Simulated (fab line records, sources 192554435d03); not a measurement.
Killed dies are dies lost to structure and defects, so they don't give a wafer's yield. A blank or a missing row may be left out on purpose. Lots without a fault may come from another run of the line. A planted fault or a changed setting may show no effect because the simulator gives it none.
fab line records | flow n5_finfet
record lots=10 wafers=28 last_day=20
route steps=1938 shown MOL_CONTACT_COAG@573 BEOL_M4@1111
lots that met no fault: from a run of the same line without faults
start_h: hours from the record's first day to the start of the lot's first wafer shown | wait_h: hours since the lot's step before | " the same as in the row above | L1.1+2: a row that stands for several wafers | - no value, or no start given | * or withheld: withheld | < > ~ a bound
route shown NAME@n: a module of which the file shows steps, and the number in the route of the first | usual: mean/standard deviation of fault-free wafers | same: alike in all rows | chamber/n: place in a boat | sites: the reading at each site | _std_site: their standard deviation | _edge_site: outer sites' mean less inner sites' | radius_mm: how far each site lies from the wafer's centre | mask NAME#n: copy n | behind: the tool/chamber that last shaped the wafer | hold: why the lot was held/for how many hours/how that ended | device: the transistor (n, p or np) that didn't switch | end of line: the same wafers' tests at the end of the route | a step without rows: its recipe alone | killed: dies lost to structure and defects at the first sort, not the wafer's yield | map: a wafer's dies, x killed, . not, _ none there
set.NAME: the setting as run; set.NAME@STEP: as run at that earlier step | model.NAME: the simulator's own value behind a step, which no gauge read
steps of the route over a sample of lots; a table a step, a row a wafer
services: from which hour (start_h, from the record's first day; less than 0 if before it) a tool's chamber was out of use, for how many hours, and why
## steps
# step N5_MOL_CONTACT_COAG_CD_MEAS_84
# recipe target_cd_nm=25.1 landing_energy_ev=500 detector=se_inlens polarity=opening
# usual cd_nm=25.09/0.23
# columns lot.wafer tool chamber start_h wait_h cd_nm
L556.1 cd_sem-02 0 111.29 - 25.25
L556.3 " 0 " " 25.34
L556.4 " 0 " " 25.14
L559.1 cd_sem-01 0 127.23 - 25.08
L559.5 " 0 " " 25.01
L559.6 " 0 " " 25.20
L560.1 cd_sem-03 0 154.49 - 25.01
L560.4 " 0 " " 25.06
L560.6 " 0 " " 25.19
L563.1 cd_sem-01 0 158.35 - 25.32
L563.4 " 0 " " 25.26
L563.5 " 0 " " 25.23
L565.4 cd_sem-03 0 167.44 - 25.03
L565.5 " 0 " " 24.86
L565.6 " 0 " " 24.77
L567.2 cd_sem-02 0 175.73 - 24.77
L567.4 " 0 " " 24.80
L567.6 " 0 " " 25.31
L575.2 cd_sem-03 0 223.31 - 25.07
L575.4 " 0 " " 25.59
L574.2 cd_sem-03 0 223.49 - 25.31
L574.3 " 0 " " 24.86
L576.1 cd_sem-02 0 231.17 - 25.27
L576.2 " 0 " " 25.15
L576.4 " 0 " " 25.33
L577.2 cd_sem-01 0 236.43 - 24.84
L577.3 " 0 " " 24.68
L577.5 " 0 " " 25.29
# step N5_MOL_CONTACT_COAG_OVL_MEAS_85
# recipe points_per_wafer=522
# usual VG_OVL=0.4/0.74
# same points_per_wafer=522
# columns lot.wafer tool chamber start_h wait_h VG_OVL[nm]
L556.1 overlay-01 0 111.32 0.0 -0.7
L556.3 " 0 " " -0.4
L556.4 " 0 " " 1.2
L559.1 overlay-01 0 127.26 0.0 -0.7
L559.5 " 0 " " 0.0
L559.6 " 0 " " 0.1
L560.1 overlay-02 0 154.52 0.0 -0.2
L560.4 " 0 " " 0.8
L560.6 " 0 " " 1.5
L563.1 overlay-02 0 158.38 0.0 1.2
L563.4 " 0 " " 0.0
L563.5 " 0 " " 0.5
L565.4 overlay-02 0 167.49 0.0 -0.1
L565.5 " 0 " " 1.0
L565.6 " 0 " " 0.5
L567.2 overlay-02 0 175.76 0.0 0.4
L567.4 " 0 " " 0.3
L567.6 " 0 " " 1.1
L575.2 overlay-01 0 223.35 0.0 -0.9
L575.4 " 0 " " 1.1
L574.2 overlay-01 0 223.53 0.0 0.7
L574.3 " 0 " " -0.1
L576.1 overlay-02 0 231.20 0.0 1.7
L576.2 " 0 " " 1.1
L576.4 " 0 " " 0.8
L577.2 overlay-01 0 236.47 0.0 1.0
L577.3 " 0 " " 0.4
L577.5 " 0 " " 1.5
# step N5_MOL_CONTACT_COAG_DESCUM_88
# recipe chemistry=O2 time_s=7 source_power_w=50 bias_power_w=20 pressure_mtorr=20 rf_frequency_hz=2.712e+07 temp_c=40 resist=CAR-EUV o2_flow_sccm=225
# usual drypump_motor_current_A=5.8/0.55 o2_flow_sccm=224.9/0.67 oes_product_au=0.79/0.096 rf_vpp_V=243.2/1.3 showerhead_plenum_p_Torr=2.09/0.058 throttle_valve_pct=20.40/0.25
# columns lot.wafer tool chamber start_h wait_h drypump_motor_current_A o2_flow_sccm oes_product_au rf_hours_counter_h rf_vpp_V showerhead_plenum_p_Torr throttle_valve_pct
L556.1 rie_diel-01 2 111.42 0.0 5.2 226.5 0.90 40 242.6 2.14 20.63
L556.3 " 3 " " 5.8 224.5 0.74 173 243.5 2.08 20.54
L556.4 " 3 " " 5.8 224.7 0.74 - 243.7 2.08 20.53
L559.1 rie_diel-04 3 128.11 0.8 6.0 223.7 0.72 194 243.4 2.17 20.27
L559.5 " 3 " " 6.0 224.5 0.72 - 245.9 2.17 20.27
L559.6 " 2 " " 5.3 224.2 0.70 - 241.1 1.99 20.70
L560.1 rie_diel-01 3 154.99 0.4 5.8 225.0 0.72 190 243.4 2.08 20.55
L560.4 " 1 " " 6.5 224.6 0.99 1 243.0 2.06 20.08
L560.6 " 1 " " 6.5 225.1 1.00 - 242.9 2.06 20.09
L563.1 rie_diel-01 3 158.47 0.0 5.8 224.8 0.72 192 242.0 2.07 20.56
L563.4 " 1 " " 6.5 225.1 1.00 2 243.0 2.06 20.10
L563.5 " 1 " " 6.5 224.6 1.00 - 243.2 2.06 20.09
L565.4 rie_diel-03 3 167.56 0.0 6.3 225.7 0.73 179 245.3 2.09 20.24
L565.5 " 0 " " 5.2 225.7 0.74 - 243.1 2.07 20.00
L565.6 " 3 " " 6.3 225.4 0.74 - 243.0 2.09 20.24
L567.2 rie_diel-03 0 175.85 0.0 5.2 223.9 0.72 180 242.7 2.07 19.99
L567.4 " 1 " " 4.9 225.1 0.87 56 244.3 2.21 20.43
L567.6 " 3 " " 6.2 224.9 0.72 - 242.7 2.09 20.26
L575.2 rie_diel-03 1 223.69 0.3 4.9 224.1 0.84 70 243.9 2.20 20.45
L575.4 " 2 " " 6.5 222.6 0.69 242 244.3 2.15 20.65
L574.2 rie_diel-03 1 223.80 0.2 4.9 225.1 0.85 70 244.5 2.20 20.45
L574.3 " 3 " " 6.3 224.6 0.73 196 243.0 2.08 20.28
L576.1 rie_diel-03 3 231.29 0.0 6.3 225.7 0.73 199 242.2 2.08 20.26
L576.2 " 1 " " 4.9 225.3 0.85 73 244.6 2.20 20.44
L576.4 " 2 " " 6.5 225.0 0.68 245 243.2 2.15 20.65
L577.2 rie_diel-01 0 236.67 0.2 6.0 226.5 0.86 42 242.4 2.04 20.27
L577.3 " 2 " " 5.2 223.8 0.83 80 242.5 2.12 20.66
L577.5 " 0 " " 6.0 225.7 0.85 - 244.9 2.04 20.26
# step N5_MOL_CONTACT_COAG_ETCH_90
# recipe chemistry=CF4 target=SiARC target_depth_a=130 mask_material=CAR-EUV time_s=21.7 ion_energy_ev=80 pressure_mtorr=40 source_w=545 bias_w=36 Ar_flow_sccm=100 cf4_flow_sccm=100 ends=cleared
# usual drypump_motor_current_A=5.8/0.56 etch_rf_on_time_s=21.7/0.33 oes_product_au=0.68/0.081 rf_vpp_V=184.1/1.1 showerhead_plenum_p_Torr=2.14/0.056 throttle_valve_pct=15.60/0.22
# columns lot.wafer tool chamber start_h wait_h drypump_motor_current_A etch_rf_on_time_s oes_product_au rf_hours_counter_h rf_vpp_V showerhead_plenum_p_Torr throttle_valve_pct
L556.1 rie_diel-01 2 111.47 0.0 5.2 21.6 0.76 40 183.3 2.18 15.69
L556.3 " 3 " " 5.7 21.5 0.64 174 184.0 2.13 15.77
L556.4 " 3 " " 5.8 21.8 0.63 - 185.3 2.13 15.76
L559.1 rie_diel-04 3 128.17 0.0 6.0 21.8 0.62 194 184.4 2.22 15.52
L559.5 " 3 " " 6.0 21.8 0.62 - 183.2 2.22 15.52
L559.6 " 2 " " 5.3 22.5 0.59 - 182.8 2.04 15.90
L560.1 rie_diel-01 3 155.05 0.0 5.7 21.5 0.62 190 183.1 2.12 15.81
L560.4 " 1 " " 6.6 21.1 0.86 1 184.3 2.11 15.24
L560.6 " 1 " " 6.5 21.4 0.86 - 183.5 2.11 15.23
L563.1 rie_diel-01 3 158.53 0.0 5.8 21.4 0.63 192 183.8 2.12 15.80
L563.4 " 1 " " 6.5 21.1 0.85 2 183.0 2.11 15.25
L563.5 " 1 " " 6.5 21.2 0.84 - 182.4 2.11 15.26
L565.4 rie_diel-03 3 167.61 0.0 6.2 21.7 0.64 179 183.7 2.13 15.46
L565.5 " 0 " " 5.2 21.8 0.62 - 184.5 2.14 15.35
L565.6 " 3 " " 6.2 21.6 0.64 - 181.7 2.13 15.45
L567.2 rie_diel-03 0 175.90 0.0 5.2 22.0 0.62 180 185.1 2.14 15.37
L567.4 " 1 " " 4.9 21.0 0.75 56 185.0 2.26 15.59
L567.6 " 3 " " 6.2 21.9 0.63 - 184.9 2.13 15.47
L575.2 rie_diel-03 1 223.75 0.0 4.9 21.5 0.73 70 186.1 2.25 15.65
L575.4 " 2 " " 6.5 26.9 0.53 242 185.3 2.19 15.81
L574.2 rie_diel-03 1 223.86 0.0 4.8 21.2 0.74 70 185.9 2.25 15.62
L574.3 " 3 " " 6.3 26.7 0.56 196 183.2 2.13 15.49
L576.1 rie_diel-03 3 231.34 0.0 6.2 22.4 0.61 199 183.4 2.13 15.49
L576.2 " 1 " " 4.8 21.5 0.73 73 185.1 2.25 15.63
L576.4 " 2 " " 6.6 26.6 0.53 245 183.5 2.19 15.83
L577.2 rie_diel-01 0 236.73 0.0 6.0 21.4 0.74 42 185.7 2.09 15.41
L577.3 " 2 " " 5.2 21.6 0.71 80 185.3 2.17 15.75
L577.5 " 0 " " 6.0 21.6 0.72 - 182.9 2.09 15.40
# step N5_BEOL_M4_RC_MEAS_101
# usual DIBL_N=36.6/1.1 DIBL_P=36.7/1.5 IOFF_N=0.155/0.019 IOFF_P=0.208/0.025 ION_N=673/8.5 ION_P=462/5.9 SS_N=71.6/0.58 SS_P=73.5/0.51 VT_N=250.7/2.4 VT_P=-251/3
# columns lot.wafer tool chamber start_h wait_h DIBL_N[mV/V] DIBL_P[mV/V] IOFF_N[nA/um] IOFF_P[nA/um] ION_N[uA/um] ION_P[uA/um] SS_N[mV/dec] SS_P[mV/dec] VT_N[mV] VT_P[mV]
L556.1 prober-02 0 238.15 0.0 34.9 32.8 0.140 0.178 673 464 71.2 72.9 250.1 -251
L556.3 " 0 " " 36.0 34.5 0.161 0.202 675 466 71.0 72.9 248.8 -252
L556.4 " 0 " " 35.5 34.1 0.154 0.193 670 457 70.9 73.0 249.8 -251
L563.1 prober-01 0 258.26 0.0 36.0 37.5 0.148 0.199 669 454 71.9 73.9 252.7 -250
L563.4 " 0 " " 36.3 38.4 0.157 0.213 664 455 72.2 74.1 249.3 -252
L563.5 " 0 " " 35.6 37.4 0.148 0.197 672 457 71.7 73.5 252.7 -253
L559.1 prober-02 0 266.34 0.0 35.4 36.4 0.151 0.210 671 465 71.2 73.6 248.0 -250
L559.5 " 0 " " 36.5 38.0 0.175 0.231 682 470 72.3 73.7 250.3 -248
L559.6 " 0 " " 36.4 36.8 0.169 0.221 678 462 71.8 73.4 248.5 -249
L565.4 prober-02 0 287.48 0.5 38.2 36.0 0.160 0.211 685 470 71.6 73.7 248.9 -250
L565.5 " 0 " " 39.0 36.8 0.180 0.227 676 462 71.5 73.5 244.7 -250
L565.6 " 0 " " 38.6 36.1 0.167 0.211 676 461 71.5 72.9 250.7 -249
L560.1 prober-02 0 291.17 0.0 36.5 40.1 0.182 0.224 684 466 72.4 74.1 251.6 -251
L560.4 " 0 " " 36.6 39.4 0.177 0.212 683 460 72.4 73.7 252.1 -252
L560.6 " 0 " " 36.7 39.5 0.179 0.219 690 464 72.8 73.8 249.7 -252
L567.2 prober-02 0 306.82 0.2 35.0 35.5 0.156 0.220 674 467 72.4 73.4 250.1 -248
L567.4 " 0 " " 36.7 37.0 0.173 0.237 674 463 72.5 73.5 248.2 -248
L567.6 " 0 " " 35.6 36.5 0.162 0.226 679 466 71.6 72.8 250.3 -247
L574.2 prober-01 0 347.62 0.2 36.1 37.2 0.149 0.219 661 463 71.4 73.3 254.1 -247
L574.3 " 0 " " 37.0 37.9 0.164 0.234 681 468 71.4 73.8 250.1 -246
L575.2 prober-01 0 362.67 0.2 36.5 36.6 0.150 0.218 675 464 71.7 73.4 251.7 -249
L575.4 " 0 " " 37.1 37.0 0.161 0.223 684 471 72.1 73.3 249.7 -250
L577.2 prober-02 0 366.56 0.2 36.8 36.1 0.155 0.218 681 469 72.4 73.6 247.5 -249
L577.3 " 0 " " 37.9 37.3 0.179 0.236 696 468 71.5 74.0 247.6 -251
L577.5 " 0 " " 34.4 32.9 0.123 0.166 668 455 71.7 72.3 252.1 -254
L576.1 prober-02 0 372.04 0.0 36.7 37.5 0.168 0.178 679 450 72.5 73.2 250.9 -256
L576.2 " 0 " " 36.7 37.0 0.166 0.170 671 443 71.5 72.9 251.7 -255
L576.4 " 0 " " 36.0 36.0 0.152 0.169 658 443 71.6 73.0 250.1 -256
## services
# columns tool chamber start_h hours kind
rie_diel-03 3 94.86 2.8 repair
rie_diel-04 - 116.95 2.8 pm
rie_diel-03 - 119.03 14.6 pm
rie_diel-01 1 135.93 - clean
rie_diel-01 1 135.93 - consumable_replace:focus_ring
rie_diel-01 1 135.93 17.1 scheduled_down
rie_diel-01 1 135.93 17.1 vent_cycle
rie_diel-04 3 203.78 9.4 repair
rie_diel-04 3 215.41 11.3 repair
rie_diel-01 1 219.97 25.1 repair
## key
first_sign step=N5_MOL_CONTACT_COAG_ETCH_90 reading=etch_rf_on_time_s direction=up sigmas=15 usual=* struck=*
effect none on later readings
met_at N5_MOL_CONTACT_COAG_ETCH_90
struck_lots L574,L575,L576
struck_wafers L574.3,L575.4,L576.4
not_acting_at N5_MOL_CONTACT_COAG_CD_MEAS_84,N5_MOL_CONTACT_COAG_OVL_MEAS_85,N5_MOL_CONTACT_COAG_DESCUM_88
onset_between 175.90 223.75
fault kind=process_parameter_drift tool=rie_diel-03 chamber=- onset_h=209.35 steps=N5_MOL_CONTACT_COAG_ETCH_90 channel=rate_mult offset=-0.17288 shape=step end_h=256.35 scope=struck_wafers_only
